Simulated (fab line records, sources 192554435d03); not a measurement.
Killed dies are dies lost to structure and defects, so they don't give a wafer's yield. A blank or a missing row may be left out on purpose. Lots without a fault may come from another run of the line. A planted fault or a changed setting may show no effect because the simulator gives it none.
fab line records | flow n5_finfet
record lots=24 wafers=72 last_day=18
route steps=1938 shown FIN_SAQP@114 STI_FIN_REVEAL@190 DUMMY_GATE@218
lots that met no fault: from a run of the same line without faults
start_h: hours from the record's first day to the start of the lot's first wafer shown | wait_h: hours since the lot's step before | " the same as in the row above | L1.1+2: a row that stands for several wafers | - no value, or no start given | * or withheld: withheld | < > ~ a bound
route shown NAME@n: a module of which the file shows steps, and the number in the route of the first | usual: mean/standard deviation of fault-free wafers | same: alike in all rows | chamber/n: place in a boat | sites: the reading at each site | _std_site: their standard deviation | _edge_site: outer sites' mean less inner sites' | radius_mm: how far each site lies from the wafer's centre | mask NAME#n: copy n | behind: the tool/chamber that last shaped the wafer | hold: why the lot was held/for how many hours/how that ended | device: the transistor (n, p or np) that didn't switch | end of line: the same wafers' tests at the end of the route | a step without rows: its recipe alone | killed: dies lost to structure and defects at the first sort, not the wafer's yield | map: a wafer's dies, x killed, . not, _ none there
set.NAME: the setting as run; set.NAME@STEP: as run at that earlier step | model.NAME: the simulator's own value behind a step, which no gauge read
steps of the route over a sample of lots; a table a step, a row a wafer
services: from which hour (start_h, from the record's first day; less than 0 if before it) a tool's chamber was out of use, for how many hours, and why
## steps
# step N5_FIN_SAQP_DESCUM_21
# recipe chemistry=O2 time_s=7.9 source_power_w=50 bias_power_w=20 pressure_mtorr=20 rf_frequency_hz=2.712e+07 temp_c=40 resist=CAR-ArF o2_flow_sccm=225
# usual drypump_motor_current_A=5.9/0.36 oes_product_au=0.76/0.073 rf_vpp_V=242.7/1.2 showerhead_plenum_p_Torr=2.06/0.059 throttle_valve_pct=20.55/0.22
# columns lot.wafer tool chamber start_h wait_h drypump_motor_current_A oes_product_au rf_hours_counter_h rf_vpp_V showerhead_plenum_p_Torr throttle_valve_pct
L074.1 rie_diel-02 2 21.77 0.0 6.1 0.79 132 243.9 2.19 20.83
L074.2 " 3 " " 6.1 0.75 145 242.4 2.00 20.84
L074.6 " 0 " " 5.9 0.75 - 240.8 2.01 20.57
L075.1 rie_diel-06 2 31.10 0.1 5.9 0.72 218 244.5 2.08 20.34
L075.4 " 3 " " 6.2 0.80 117 242.2 2.02 20.45
L075.5 " 2 " " 5.9 0.71 - 242.4 2.08 20.33
L076.1 rie_diel-06 1 34.14 0.0 6.0 0.79 116 243.1 2.10 20.56
L076.2 " 2 " " 5.9 0.71 219 244.1 2.08 20.34
L076.4 " 3 " " 6.2 0.80 119 242.7 2.02 20.46
L077.2 rie_diel-06 0 40.46 0.0 5.8 0.68 230 242.3 2.06 20.71
L077.5 " 3 " " 6.2 0.79 - 243.9 2.02 20.45
L077.6 " 0 " " 5.8 0.68 - 241.4 2.06 20.69
L078.3 rie_diel-02 0 45.37 0.0 5.9 0.74 168 242.0 2.00 20.58
L078.5 " 3 " " 6.1 0.74 - 242.2 2.00 20.83
L078.6 " 2 " " 6.2 0.77 - 245.5 2.19 20.84
L079.2 rie_diel-06 0 51.77 0.0 5.8 0.67 234 243.6 2.06 20.69
L079.4 " 2 " " 5.9 0.70 224 240.9 2.08 20.35
L079.5 " 0 " " 5.8 0.68 - 243.1 2.06 20.70
L080.3 rie_diel-06 1 59.01 0.3 6.0 0.79 124 243.2 2.10 20.57
L080.5 " 0 " " 5.8 0.68 - 243.0 2.06 20.70
L080.6 " 1 " " 6.0 0.78 - 244.0 2.10 20.56
L081.1 rie_diel-02 1 64.07 0.0 5.0 0.74 148 240.8 2.00 20.32
L081.3 " 3 " " 6.1 0.73 161 242.6 2.00 20.84
L081.5 " 2 " " 6.2 0.77 - 245.9 2.19 20.84
L082.1 rie_diel-02 3 69.82 0.0 6.1 0.73 162 242.2 2.00 20.85
L082.4 " 2 " " 6.1 0.77 149 244.3 2.19 20.85
L082.5 " 3 " " 6.1 0.74 - 243.4 2.00 20.86
L083.2 rie_diel-02 0 75.72 0.0 5.9 0.73 177 242.5 2.00 20.61
L083.5 " 2 " " 6.2 0.77 - 244.2 2.19 20.85
L083.6 " 1 " " 5.0 0.74 - 240.6 2.00 20.33
L084.2 rie_diel-02 1 81.67 0.0 5.0 0.75 153 242.2 2.00 20.31
L084.3 " 2 " " 6.2 0.77 152 243.5 2.19 20.86
L084.6 " 3 " " 6.1 0.73 - 241.2 1.99 20.87
L085.1 rie_diel-02 2 89.17 0.2 6.2 0.77 154 245.2 2.19 20.87
L085.5 " 1 " " 5.0 0.74 - 240.9 2.00 20.32
L085.6 " 2 " " 6.2 0.77 - 242.7 2.19 20.86
L086.1 rie_diel-06 2 94.99 0.0 5.9 0.69 239 242.8 2.07 20.38
L086.2 " 1 " " 6.0 0.77 136 243.4 2.10 20.58
L086.3 " 0 " " 5.8 0.67 247 242.3 2.06 20.72
L087.1 rie_diel-06 2 99.59 0.2 5.9 0.69 241 242.5 2.07 20.37
L087.3 " 3 " " 6.2 0.78 140 242.0 2.01 20.48
L087.5 " 2 " " 5.9 0.69 - 242.9 2.07 20.38
L088.2 rie_diel-02 3 106.58 0.2 6.1 0.73 172 241.4 1.99 20.88
L088.3 " 2 " " 6.2 0.77 157 244.2 2.18 20.85
L088.5 " 0 " " 5.9 0.73 - 243.0 2.00 20.60
L089.1 rie_diel-05 1 111.16 0.1 5.1 0.67 250 243.5 2.05 20.46
L089.2 " 3 " " 5.7 0.73 194 244.6 2.07 20.36
L089.5 " 0 " " 5.6 0.88 - 243.1 2.04 20.20
L090.3 rie_diel-06 1 117.51 0.0 5.9 0.76 144 243.5 2.09 20.59
L090.5 " 3 " " 6.2 0.77 - 241.6 2.01 20.49
L090.6 " 1 " " 6.0 0.76 - 242.9 2.09 20.61
L091.2 rie_diel-06 2 124.32 0.0 5.9 0.68 249 241.5 2.07 20.38
L091.4 " 2 " " 5.9 0.68 - 241.7 2.07 20.39
L091.5 " 3 " " 6.2 0.76 - 240.7 2.01 20.52
L092.2 rie_diel-05 0 130.02 0.0 5.6 0.88 45 242.1 2.03 20.22
L092.3 " 1 " " 5.1 1.02 1 242.5 2.05 20.08
L092.5 " 3 " " 5.7 0.73 - 242.7 2.06 20.38
L093.1 rie_diel-06 1 135.76 0.0 6.0 0.76 151 242.6 2.09 20.60
L093.3 " 3 " " 6.1 0.76 153 242.5 2.01 20.50
L093.6 " 1 " " 6.0 0.76 - 243.1 2.09 20.63
L094.2 rie_diel-05 1 143.55 0.0 5.1 0.97 7 243.2 2.05 20.10
L094.3 " 2 " " 6.2 0.68 246 242.6 2.14 20.73
L094.5 " 2 " " 6.2 0.69 - 243.8 2.14 20.73
L095.3 rie_diel-02 1 148.41 0.0 5.0 0.71 175 241.0 1.99 20.34
L095.4 " 0 " " 5.9 0.71 202 240.6 1.99 20.65
L095.5 " 0 " " 5.9 0.71 - 242.2 1.99 20.64
L096.3 rie_diel-06 0 153.97 0.3 5.8 0.97 10 243.1 2.05 20.32
L096.4 " 0 " " 5.8 0.97 - 241.8 2.05 20.30
L096.5 " 2 " " 5.9 1.00 - 242.7 2.07 20.05
L097.1 rie_diel-02 0 160.78 0.0 5.9 0.71 207 240.6 1.99 20.65
L097.2 " 3 " " 6.1 0.72 189 241.7 1.99 20.90
L097.3 " 2 " " 6.2 0.75 176 245.6 2.18 20.88
# step N5_FIN_SAQP_SPACER1_ALD_24
# recipe material=SiO2 target_thk_a=203 temp_c=300 ald_precursor_family=BDEAS ald_co_reactant=O2-plasma pulse_time_s=1 purge_time_s=2 co_reactant_purge_time_s=2 ald_cycles=218 pressure_torr=2
# usual heater_power_w=507/46 precursor_pulse_height_rel=1.001/0.02
# same co_reactant_purge_time_s=2 pulse_time_s=1
# columns lot.wafer tool chamber start_h wait_h heater_power_w precursor_pulse_height_rel
L074.1 ald_sin-02 3 22.86 0.3 494 0.990
L074.2 " 0 " " 519 1.028
L074.6 " 1 " " 538 1.010
L075.1 ald_sin-01 2 32.20 0.3 443 0.978
L075.4 " 3 " " 422 1.021
L075.5 " 3 " " 417 1.026
L076.1 ald_sin-01 3 35.31 0.3 426 1.005
L076.2 " 0 " " 553 1.038
L076.4 " 2 " " 453 1.020
L077.2 ald_sin-01 2 41.54 0.3 449 1.001
L077.5 " 2 " " 442 0.986
L077.6 " 3 " " 431 0.995
L078.3 ald_sin-04 2 46.46 0.1 560 1.009
L078.5 " 2 " " 570 0.990
L078.6 " 3 " " 467 0.995
L079.2 ald_sin-04 1 53.08 0.5 469 1.006
L079.4 " 2 " " 576 1.002
L079.5 " 2 " " 569 1.009
L080.3 ald_sin-04 0 60.24 0.1 558 1.047
L080.5 " 1 " " 477 0.972
L080.6 " 0 " " 552 0.991
L081.1 ald_sin-01 0 65.19 0.3 554 1.001
L081.3 " 1 " " 476 1.043
L081.5 " 0 " " 551 1.003
L082.1 ald_sin-01 0 70.91 0.3 557 0.983
L082.4 " 2 " " 456 0.965
L082.5 " 1 " " 465 0.996
L083.2 ald_sin-02 0 76.80 0.3 518 0.985
L083.5 " 0 " " 518 1.019
L083.6 " 1 " " 526 0.987
L084.2 ald_sin-04 1 82.98 0.3 464 1.020
L084.3 " 0 " " 561 1.006
L084.6 " 3 " " 477 1.002
L085.1 ald_sin-04 1 92.10 2.1 477 1.017
L085.5 " 1 " " 469 0.996
L085.6 " 0 " " 556 0.979
L086.1 ald_sin-02 1 96.25 0.3 536 0.972
L086.2 " 3 " " 506 1.004
L086.3 " 0 " " 515 0.978
L087.1 ald_sin-04 2 100.69 0.3 567 1.034
L087.3 " 1 " " 472 0.983
L087.5 " 3 " " 474 0.981
L088.2 ald_sin-02 3 108.91 0.7 495 0.983
L088.3 " 0 " " 527 1.016
L088.5 " 1 " " 528 1.005
L089.1 ald_sin-02 1 112.71 0.3 544 1.004
L089.2 " 2 " " 529 0.963
L089.5 " 0 " " 518 0.975
L090.3 ald_sin-04 0 118.72 0.2 555 0.980
L090.5 " 2 " " 570 1.022
L090.6 " 3 " " 470 1.003
L091.2 ald_sin-04 0 125.84 0.4 548 0.991
L091.4 " 3 " " 466 0.994
L091.5 " 2 " " 570 0.970
L092.2 ald_sin-01 0 131.44 0.3 494 1.017
L092.3 " 1 " " 472 1.041
L092.5 " 1 " " 475 1.004
L093.1 ald_sin-02 0 136.94 0.3 518 1.015
L093.3 " 2 " " 537 1.036
L093.6 " 1 " " 519 1.003
L094.2 ald_sin-04 0 144.85 0.3 560 1.003
L094.3 " 3 " " 473 1.013
L094.5 " 2 " " 582 1.014
L095.3 ald_sin-01 3 149.78 0.3 422 1.018
L095.4 " 3 " " 418 1.023
L095.5 " 2 " " 454 1.000
L096.3 ald_sin-02 3 155.29 0.1 504 1.022
L096.4 " 1 " " 534 1.014
L096.5 " 1 " " 550 1.007
L097.1 ald_sin-04 0 161.94 0.3 546 0.988
L097.2 " 3 " " 477 0.980
L097.3 " 1 " " 475 0.992
# step N5_FIN_SAQP_CD_MEAS_27
# recipe target_cd_nm=20 landing_energy_ev=1000 detector=se_inlens polarity=line
# usual cd_nm=20.26/0.23
# same landing_energy_ev=1000
# columns lot.wafer tool chamber start_h wait_h cd_nm
L074.1 cd_sem-03 0 23.77 0.1 19.83
L074.2 " 0 " " 20.62
L074.6 " 0 " " 20.52
L075.1 cd_sem-02 0 33.14 0.1 19.98
L075.4 " 0 " " 20.05
L075.5 " 0 " " 19.93
L076.1 cd_sem-02 0 36.22 0.1 20.02
L076.2 " 0 " " 20.19
L076.4 " 0 " " 20.50
L077.2 cd_sem-02 0 42.46 0.1 20.61
L077.5 " 0 " " 20.50
L077.6 " 0 " " 20.17
L078.3 cd_sem-02 0 47.43 0.1 20.51
L078.5 " 0 " " 19.91
L078.6 " 0 " " 20.53
L079.2 cd_sem-01 0 54.01 0.1 20.11
L079.4 " 0 " " 19.96
L079.5 " 0 " " 20.23
L080.3 cd_sem-02 0 61.16 0.1 20.25
L080.5 " 0 " " 20.14
L080.6 " 0 " " 20.33
L081.1 cd_sem-01 0 66.11 0.1 20.60
L081.3 " 0 " " 20.15
L081.5 " 0 " " 19.97
L082.1 cd_sem-02 0 71.82 0.1 20.00
L082.4 " 0 " " 20.22
L082.5 " 0 " " 20.57
L083.2 cd_sem-03 0 77.72 0.1 20.52
L083.5 " 0 " " 20.51
L083.6 " 0 " " 20.68
L084.2 cd_sem-02 0 83.95 0.1 20.51
L084.3 " 0 " " 20.04
L084.6 " 0 " " 20.59
L085.1 cd_sem-01 0 93.08 0.1 20.11
L085.5 " 0 " " 20.41
L085.6 " 0 " " 20.17
L086.1 cd_sem-02 0 97.17 0.1 20.63
L086.2 " 0 " " 20.32
L086.3 " 0 " " 20.36
L087.1 cd_sem-02 0 101.60 0.1 20.38
L087.3 " 0 " " 20.16
L087.5 " 0 " " 20.19
L088.2 cd_sem-03 0 109.86 0.1 20.20
L088.3 " 0 " " 20.24
L088.5 " 0 " " 20.81
L089.1 cd_sem-03 0 113.63 0.1 20.23
L089.2 " 0 " " 20.00
L089.5 " 0 " " 20.05
L090.3 cd_sem-03 0 119.74 0.1 20.05
L090.5 " 0 " " 20.26
L090.6 " 0 " " 20.02
L091.2 cd_sem-03 0 126.76 0.1 20.14
L091.4 " 0 " " 20.17
L091.5 " 0 " " 20.32
L092.2 cd_sem-03 0 132.36 0.1 20.73
L092.3 " 0 " " 20.12
L092.5 " 0 " " 20.03
L093.1 cd_sem-03 0 137.86 0.1 20.49
L093.3 " 0 " " 20.30
L093.6 " 0 " " 20.26
L094.2 cd_sem-03 0 145.77 0.1 19.82
L094.3 " 0 " " 20.41
L094.5 " 0 " " 20.31
L095.3 cd_sem-01 0 150.72 0.1 20.63
L095.4 " 0 " " 20.17
L095.5 " 0 " " 20.03
L096.3 cd_sem-02 0 156.21 0.1 20.09
L096.4 " 0 " " 20.31
L096.5 " 0 " " 20.01
L097.1 cd_sem-03 0 162.85 0.1 20.51
L097.2 " 0 " " 20.62
L097.3 " 0 " " 20.27
# step N5_FIN_SAQP_OCD_MEAS_76
# usual trench_depth_nm=119.8/1
# columns lot.wafer tool chamber start_h wait_h trench_depth_nm
L074.1 ocd-02 - 27.48 0.0 121.9
L074.2 " - " " 120.8
L074.6 " - " " 120.5
L075.1 ocd-02 - 35.27 0.0 120.0
L075.4 " - " " 119.2
L075.5 " - " " 120.6
L076.1 ocd-02 - 38.32 0.0 122.1
L076.2 " - " " 119.8
L076.4 " - " " 118.6
L077.2 ocd-02 - 45.00 0.0 121.6
L077.5 " - " " 120.4
L077.6 " - " " 121.0
L078.3 ocd-02 - 49.88 0.0 119.4
L078.5 " - " " 122.4
L078.6 " - " " 120.9
L079.2 ocd-01 - 56.24 0.0 120.3
L079.4 " - " " 118.7
L079.5 " - " " 118.9
L080.3 ocd-01 - 63.74 0.0 121.7
L080.5 " - " " 120.0
L080.6 " - " " 120.8
L081.1 ocd-01 - 68.21 0.0 118.4
L081.3 " - " " 120.4
L081.5 " - " " 119.3
L082.1 ocd-01 - 74.10 0.0 119.2
L082.4 " - " " 120.2
L082.5 " - " " 117.2
L083.2 ocd-01 - 79.90 0.0 120.0
L083.5 " - " " 121.0
L083.6 " - " " 118.5
L084.2 ocd-01 - 86.07 0.0 120.6
L084.3 " - " " 118.9
L084.6 " - " " 119.4
L085.1 ocd-02 - 96.84 0.0 121.6
L085.5 " - " " 120.4
L085.6 " - " " 121.1
L086.1 ocd-02 - 99.65 0.0 119.9
L086.2 " - " " 120.0
L086.3 " - " " 119.8
L087.1 ocd-01 - 103.70 0.0 121.1
L087.3 " - " " 120.4
L087.5 " - " " 121.1
L088.2 ocd-02 - 112.36 0.0 120.0
L088.3 " - " " 120.1
L088.5 " - " " 118.9
L089.1 ocd-02 - 116.05 0.0 119.2
L089.2 " - " " 119.0
L089.5 " - " " 121.8
L090.3 ocd-02 - 122.19 0.0 119.1
L090.5 " - " " 119.6
L090.6 " - " " 119.6
L091.2 ocd-02 - 128.95 0.0 119.2
L091.4 " - " " 118.7
L091.5 " - " " 119.7
L092.2 ocd-02 - 134.45 0.0 120.4
L092.3 " - " " 120.2
L092.5 " - " " 120.7
L093.1 ocd-02 - 139.96 0.0 119.5
L093.3 " - " " 120.3
L093.6 " - " " 121.1
L094.2 ocd-02 - 148.02 0.0 117.9
L094.3 " - " " 119.8
L094.5 " - " " 117.0
L095.3 ocd-01 - 153.04 0.0 118.8
L095.4 " - " " 119.7
L095.5 " - " " 119.8
L096.3 ocd-02 - 158.30 0.0 119.9
L096.4 " - " " 118.3
L096.5 " - " " 119.4
L097.1 ocd-01 - 165.35 0.0 119.7
L097.2 " - " " 120.2
L097.3 " - " " 119.6
# step N5_STI_FIN_REVEAL_ETCHBACK_08
# recipe chemistry=C4F6/O2 target=SiO2 target_depth_a=305 time_s=10.167 ion_energy_ev=250 pressure_mtorr=30 source_w=345 bias_w=185 Ar_flow_sccm=300 C4F6_flow_sccm=10 O2_flow_sccm=10
# usual C4F6_flow_sccm=10.001/0.029 drypump_motor_current_A=5.8/0.39 oes_o_777_au=0.76/0.066 oes_product_au=0.76/0.072 rf_vpp_V=664/6 showerhead_plenum_p_Torr=2.80/0.077 throttle_valve_pct=21.27/0.22
# columns lot.wafer tool chamber start_h wait_h C4F6_flow_sccm drypump_motor_current_A oes_o_777_au oes_product_au rf_hours_counter_h rf_vpp_V showerhead_plenum_p_Torr throttle_valve_pct
L074.1 rie_diel-05 0 34.64 0.2 10.017 5.6 0.90 0.93 16 663 2.78 20.94
L074.2 " 1 " " 10.036 5.1 0.68 0.69 222 671 2.82 21.24
L074.6 " 0 " " 10.022 5.6 0.90 0.94 - 664 2.78 20.92
L075.1 rie_diel-06 0 42.66 0.2 9.983 5.8 0.70 0.68 231 672 2.80 21.37
L075.4 " 3 " " 10.008 6.2 0.79 0.80 121 668 2.76 21.25
L075.5 " 2 " " 10.017 5.9 0.72 0.70 - 664 2.82 21.01
L076.1 rie_diel-05 2 46.25 0.4 9.978 6.2 0.71 0.70 209 663 2.94 21.48
L076.2 " 1 " " 10.008 5.1 0.68 0.69 226 669 2.82 21.26
L076.4 " 2 " " 9.960 6.2 0.70 0.71 - 663 2.93 21.49
L077.2 rie_diel-02 0 53.25 0.2 10.017 5.9 0.74 0.73 171 661 2.72 21.23
L077.5 " 1 " " 9.967 5.0 0.76 0.75 - 661 2.75 21.14
L077.6 " 2 " " 10.066 6.2 0.79 0.78 - 677 2.96 21.53
L078.3 rie_diel-02 1 57.62 0.1 10.035 5.0 0.76 0.76 146 662 2.75 21.13
L078.5 " 2 " " 9.999 6.1 0.80 0.78 - 678 2.96 21.53
L078.6 " 1 " " 10.005 5.0 0.75 0.77 - 662 2.75 21.13
L079.2 rie_diel-05 3 63.65 0.2 9.934 5.7 0.74 0.75 177 657 2.84 21.20
L079.4 " 0 " " 10.044 5.6 0.89 0.92 22 665 2.78 20.94
L079.5 " 1 " " 9.987 5.1 0.68 0.69 - 669 2.81 21.27
L080.3 rie_diel-06 2 70.78 0.1 10.011 5.9 0.71 0.71 231 662 2.81 21.03
L080.5 " 3 " " 9.957 6.2 0.79 0.80 - 666 2.76 21.25
L080.6 " 2 " " 10.023 5.9 0.72 0.70 - 663 2.81 21.03
L081.1 rie_diel-02 3 75.42 0.2 9.999 6.1 0.73 0.73 163 660 2.73 21.68
L081.3 " 2 " " 9.973 6.2 0.78 0.78 150 677 2.96 21.55
L081.5 " 1 " " 9.968 5.0 0.74 0.74 - 662 2.75 21.14
L082.1 rie_diel-05 2 81.86 0.2 9.992 6.3 0.69 0.70 222 664 2.93 21.50
L082.4 " 3 " " 10.042 5.7 0.74 0.74 184 657 2.84 21.19
L082.5 " 0 " " 9.952 5.6 0.88 0.91 - 664 2.78 20.95
L083.2 rie_diel-02 1 86.96 0.2 9.973 5.0 0.75 0.75 154 661 2.74 21.14
L083.5 " 0 " " 9.997 5.9 0.74 0.72 - 659 2.71 21.24
L083.6 " 3 " " 9.960 6.1 0.72 0.74 - 660 2.73 21.68
L084.2 rie_diel-05 0 93.55 0.2 9.948 5.6 0.87 0.90 32 662 2.78 20.95
L084.3 " 2 " " 10.031 6.3 0.69 0.70 226 663 2.93 21.50
L084.6 " 3 " " 9.998 5.8 0.74 0.73 - 655 2.83 21.19
L085.1 rie_diel-06 2 104.28 0.3 9.984 5.9 0.71 0.69 242 661 2.81 21.04
L085.5 " 1 " " 9.973 6.0 0.76 0.76 - 671 2.84 21.30
L085.6 " 2 " " 9.997 5.9 0.70 0.69 - 662 2.81 21.05
L086.1 rie_diel-06 1 106.86 0.2 9.993 6.0 0.75 0.77 140 670 2.84 21.29
L086.2 " 2 " " 9.999 5.9 0.71 0.69 243 663 2.81 21.04
L086.3 " 3 " " 9.990 6.2 0.77 0.78 142 667 2.76 21.27
L087.1 rie_diel-05 0 112.75 0.2 9.947 5.6 0.86 0.89 38 664 2.78 20.95
L087.3 " 3 " " 10.009 5.7 0.74 0.73 195 655 2.83 21.21
L087.5 " 3 " " 10.026 5.7 0.73 0.73 - 656 2.83 21.22
L088.2 rie_diel-05 0 119.64 0.2 9.978 5.7 0.85 0.89 41 662 2.77 20.97
L088.3 " 2 " " 10.005 6.2 0.68 0.69 236 663 2.92 21.52
L088.5 " 3 " " 10.026 5.8 0.73 0.74 - 655 2.83 21.21
L089.1 rie_diel-06 2 123.45 0.2 10.037 5.9 0.70 0.68 249 662 2.80 21.04
L089.2 " 1 " " 9.977 6.0 0.75 0.76 146 670 2.84 21.32
L089.5 " 2 " " 10.009 5.9 0.70 0.68 - 662 2.80 21.05
L090.3 rie_diel-05 3 129.31 0.1 10.001 5.8 0.72 0.73 201 656 2.83 21.22
L090.5 " 0 " " 10.004 5.6 0.85 0.88 - 661 2.77 20.96
L090.6 " 3 " " 10.025 5.7 0.74 0.73 - 655 2.83 21.21
L091.2 rie_diel-02 2 136.08 0.2 9.963 6.1 0.78 0.76 167 678 2.95 21.56
L091.4 " 2 " " 10.018 6.1 0.78 0.76 - 679 2.95 21.57
L091.5 " 1 " " 10.025 5.0 0.74 0.74 - 663 2.74 21.17
L092.2 rie_diel-02 0 141.62 0.2 9.972 5.9 0.71 0.71 199 660 2.71 21.26
L092.3 " 2 " " 9.972 6.1 0.77 0.76 169 677 2.95 21.57
L092.5 " 2 " " 9.993 6.2 0.78 0.76 - 678 2.95 21.56
L093.1 rie_diel-02 3 147.05 0.2 10.040 6.1 0.71 0.72 184 660 2.73 21.70
L093.3 " 1 " " 10.004 5.0 0.73 0.73 174 661 2.74 21.14
L093.6 " 0 " " 10.000 5.9 0.71 0.71 - 659 2.70 21.27
L094.2 rie_diel-02 0 155.36 0.2 10.019 5.9 0.71 0.70 205 660 2.70 21.28
L094.3 " 1 " " 9.997 5.0 0.73 0.73 177 662 2.73 21.18
L094.5 " 3 " " 10.052 6.1 0.71 0.73 - 661 2.72 21.72
L095.3 rie_diel-02 1 160.38 0.1 10.044 5.0 0.73 0.72 179 661 2.73 21.20
L095.4 " 0 " " 10.027 5.9 0.71 0.70 207 661 2.70 21.29
L095.5 " 0 " " 10.024 5.9 0.71 0.71 - 660 2.70 21.29
L096.3 rie_diel-06 1 166.32 0.2 10.045 6.0 0.74 0.74 165 672 2.83 21.33
L096.4 " 2 " " 10.032 5.9 0.98 0.98 - 662 2.80 20.74
L096.5 " 1 " " 10.042 6.0 0.74 0.74 - 671 2.83 21.34
L097.1 rie_diel-02 2 173.43 0.2 9.993 6.2 0.77 0.75 180 676 2.94 21.58
L097.2 " 1 " " 10.004 5.0 0.73 0.72 184 663 2.73 21.19
L097.3 " 0 " " 9.999 5.9 0.71 0.70 212 659 2.70 21.28
# step N5_DUMMY_GATE_CMP_04
# recipe material=a-Si post_cmp_clean=alkaline_brush
# usual motor_current_A=10.4/0.87 time_to_endpoint_s=12.9/1.9
# columns lot.wafer tool chamber start_h wait_h motor_current_A time_to_endpoint_s
L074.2 cmp-04 2 43.90 0.1 9.4 15.4
L074.1 " 3 " " 10.4 16.6
L074.6 " 0 " " 9.4 14.5
L075.1 cmp-01 2 49.90 0.2 11.4 13.0
L075.4 " 0 " " 10.2 14.1
L075.5 " 1 " " 10.3 11.0
L076.1 cmp-02 1 53.23 0.0 11.5 12.9
L076.2 " 2 " " 9.3 12.1
L076.4 " 0 " " 9.8 16.0
L077.2 cmp-01 0 60.99 0.0 11.0 13.9
L077.5 " 0 " " 10.6 12.5
L077.6 " 1 " " 11.4 12.6
L078.3 cmp-01 3 65.16 0.1 10.6 14.8
L078.5 " 1 " " 11.0 14.8
L078.6 " 2 " " 11.7 14.2
L079.2 cmp-02 3 71.01 0.1 9.7 13.4
L079.4 " 0 " " 10.2 12.5
L079.5 " 2 " " 9.1 12.3
L080.3 cmp-02 0 81.91 0.1 10.2 12.2
L080.5 " 2 " " 8.7 11.1
L080.6 " 3 " " 8.5 10.6
L081.3 cmp-02 3 82.67 0.1 9.3 11.9
L081.1 " 1 " " 11.9 12.9
L081.5 " 2 " " 8.5 14.4
L082.1 cmp-01 3 90.16 0.0 10.6 13.3
L082.4 " 2 " " 11.9 12.0
L082.5 " 3 " " 11.1 14.4
L083.2 cmp-01 3 96.60 0.1 10.3 16.4
L083.6 " 0 " " 10.7 14.4
L083.5 " 1 " " 11.1 15.5
L084.2 cmp-01 1 100.79 0.0 11.1 13.1
L084.3 " 2 " " 11.3 9.9
L084.6 " 2 " " 11.6 11.0
L085.1 cmp-04 1 111.50 0.0 9.9 10.2
L085.5 " 1 " " 10.1 13.4
L085.6 " 2 " " 9.5 11.2
L086.1 cmp-04 2 114.18 0.1 9.8 15.8
L086.3 " 3 " " 10.2 14.9
L086.2 " 0 " " 9.8 11.5
L087.1 cmp-04 0 120.06 0.1 9.8 12.4
L087.3 " 2 " " 9.3 11.7
L087.5 " 3 " " 10.5 13.2
L088.2 cmp-04 3 127.94 0.0 9.9 11.1
L088.3 " 1 " " 10.5 11.4
L088.5 " 0 " " 10.1 9.7
L089.1 cmp-01 1 131.48 0.1 11.5 14.2
L089.2 " 2 " " 11.7 13.4
L089.5 " 0 " " 10.4 14.3
L090.3 cmp-01 0 136.40 0.1 9.6 11.1
L090.6 " 3 " " 10.5 11.8
L090.5 " 0 " " 10.6 11.4
L091.4 cmp-01 1 143.24 0.1 11.3 13.8
L091.2 " 2 " " 12.2 13.2
L091.5 " 0 " " 10.0 15.2
L092.2 cmp-04 0 148.64 0.1 10.1 14.0
L092.3 " 1 " " 10.2 14.7
L092.5 " 3 " " 10.0 16.0
L093.3 cmp-01 2 156.21 0.1 11.0 12.9
L093.1 " 0 " " 10.0 14.3
L093.6 " 2 " " 12.0 14.3
L094.2 cmp-04 3 164.42 0.1 11.0 12.0
L094.3 " 1 " " 10.1 12.1
L094.5 " 3 " " 10.4 11.8
L095.4 cmp-04 1 168.05 0.1 10.1 10.7
L095.3 " 2 " " 9.5 11.5
L095.5 " 0 " " 10.2 10.9
L096.4 cmp-02 0 178.83 0.0 10.7 17.3
L096.3 " 2 " " 9.3 14.8
L096.5 " 1 " " 12.3 15.4
L097.1 cmp-01 2 184.31 0.0 11.8 12.3
L097.2 " 3 " " 11.1 15.2
L097.3 " 0 " " 9.9 12.9
## services
# columns tool chamber start_h hours kind
ald_sin-02 0 0.92 7.7 repair
rie_diel-02 0 1.37 6.3 repair
cmp-02 - 13.88 1.3 repair
cmp-02 - 29.54 0.9 repair
ald_sin-02 - 29.58 1.3 repair
rie_diel-02 - 35.44 0.6 repair
rie_diel-02 0 38.20 4.3 repair
rie_diel-05 0 40.26 8.8 repair
cmp-01 - 53.29 4.0 pm
ald_sin-04 - 54.85 1.3 repair
ald_sin-01 3 57.12 31.8 repair
cmp-04 - 64.51 0.4 repair
rie_diel-05 0 67.15 3.7 repair
cmp-04 - 82.26 5.0 pm
ald_sin-01 - 85.25 14.0 pm
rie_diel-02 2 90.82 4.3 repair
cmp-01 - 103.32 4.2 pm
rie_diel-05 3 117.14 1.4 repair
ald_sin-01 0 123.97 5.6 repair
cmp-01 - 138.85 1.5 repair
ald_sin-01 0 139.14 13.4 repair
rie_diel-05 0 158.30 8.1 repair
cmp-01 - 159.35 8.3 repair
rie_diel-02 2 180.54 3.9 repair
## key
fault none
